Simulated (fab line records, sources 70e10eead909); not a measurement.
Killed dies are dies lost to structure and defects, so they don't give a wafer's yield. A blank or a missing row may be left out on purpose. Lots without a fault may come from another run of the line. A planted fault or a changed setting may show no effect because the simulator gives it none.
A struck lot beside a sound one | flow nand_harc | 20 steps out of a route of 1159
Sound: wafers L603.2, L603.3, L603.5. Struck: wafers L607.1, L607.5, L607.6. The cause comes at the end.
At each step with rows: each side's tool, then ch and its chambers, then its first start. Under that, the readings that differ: sound wafers | struck wafers | difference of the means | sigmas: that difference in standard deviations of wafers without a fault.
alike: readings whose means differ by less than 2 such deviations, and words and numbers that are the same on both sides. not compared: withheld readings, readings that some wafer has no value for, bounds like >300 that may hide the same value, and numbers for which the record gives no deviation and whose values overlap.
The two part at a step that has a row with sigmas, a row that says differs or no value, or rows on one side only. Numbers that don't overlap but have no deviation are shown without sigmas and don't part them. A reading that every wafer of one side lacks parts them only if that side has two wafers or more.

NHARC_P_ZERO_WELL_CD_MEAS_37: target cd 720 nm.
  sound on cd_sem-03 ch 0, day 2 10:02; struck on cd_sem-03 ch 0, day 3 12:20
  alike: cd_nm
then, 1 step without rows for these wafers: NHARC_P_ZERO_WELL_HARDBAKE_38 (time 80 s).
NHARC_P_ZERO_WELL_DESCUM_39: chemistry O2, time 3 s.
  sound on rie_diel-01 ch 0,1,2, day 2 10:11; struck on rie_diel-01 ch 0,1,2, day 3 12:32
  alike: drypump_motor_current_A, oes_product_au, rf_vpp_V, showerhead_plenum_p_Torr, throttle_valve_pct
  not compared: rf_hours_counter_h
then, 9 steps without rows for these wafers: NHARC_P_ZERO_WELL_IMPLANT_40; NHARC_P_ZERO_WELL_IMPLANT_59; NHARC_P_ZERO_WELL_IMPLANT_60; NHARC_P_ZERO_WELL_STRIP_41 (strips in SPM, time 840 s); NHARC_P_ZERO_WELL_DEHYDRATE_44 (time 120 s); NHARC_P_ZERO_WELL_HMDS_45 (time 30 s); NHARC_P_ZERO_WELL_COAT_46; NHARC_P_ZERO_WELL_SOFTBAKE_47 (time 95 s); NHARC_P_ZERO_WELL_EBR_48.
NHARC_P_ZERO_WELL_EXPOSE_49: exposes mask P HVPW, target cd 2000 nm.
  sound on krf_scanner-01 ch 0, day 2 11:31; struck on krf_scanner-02 ch 0, day 3 13:42
  reading | sound                      | struck                              | difference | sigmas
  mask    | P_HVPW#0 P_HVPW#0 P_HVPW#0 | P_HVPW_R1#0 P_HVPW_R1#0 P_HVPW_R1#0 | differs    |
then, 2 steps without rows for these wafers: NHARC_P_ZERO_WELL_PEB_50 (peb time 85 s); NHARC_P_ZERO_WELL_DEVELOP_51 (time 70 s).
NHARC_P_ZERO_WELL_CD_MEAS_52: target cd 2000 nm.
  sound on cd_sem-01 ch 0, day 2 11:41; struck on cd_sem-01 ch 0, day 3 13:52
  reading    | sound                | struck               | difference | sigmas
  cd_nm (nm) | 1999.6 1999.1 1999.6 | 1568.2 1569.0 1569.4 | -430.6     | -99 or more
then, 1 step without rows for these wafers: NHARC_P_ZERO_WELL_HARDBAKE_53 (time 80 s).
NHARC_P_ZERO_WELL_DESCUM_54: chemistry O2, time 3 s.
  sound on rie_diel-01 ch 0,1,3, day 2 11:50; struck on rie_diel-10 ch 1,2, day 3 14:01
  reading                      | sound          | struck         | difference | sigmas
  model.P_ZERO_WELL.cd_nm (nm) | 2000 2000 2000 | 1568 1569 1569 | -431       |
  alike: drypump_motor_current_A, oes_product_au, rf_vpp_V, showerhead_plenum_p_Torr, throttle_valve_pct
  not compared: rf_hours_counter_h
then, 1 step without rows for these wafers: NHARC_P_ZERO_WELL_IMPLANT_55.
-- the record jumps here: 22 days lie between the struck wafers' starts before and after (it left off in module P_ZERO_WELL and takes up again in module END, whose first step shown is number 1159 of the route) --
NHARC_END_SORT_01:
  the record has rows for the struck wafers here (prober-02 ch 0, day 25 10:20) and none for the sound ones

WHERE THEY PART
First at NHARC_P_ZERO_WELL_EXPOSE_49; last, within this record, at NHARC_END_SORT_01.

WHY: what the simulator had put in
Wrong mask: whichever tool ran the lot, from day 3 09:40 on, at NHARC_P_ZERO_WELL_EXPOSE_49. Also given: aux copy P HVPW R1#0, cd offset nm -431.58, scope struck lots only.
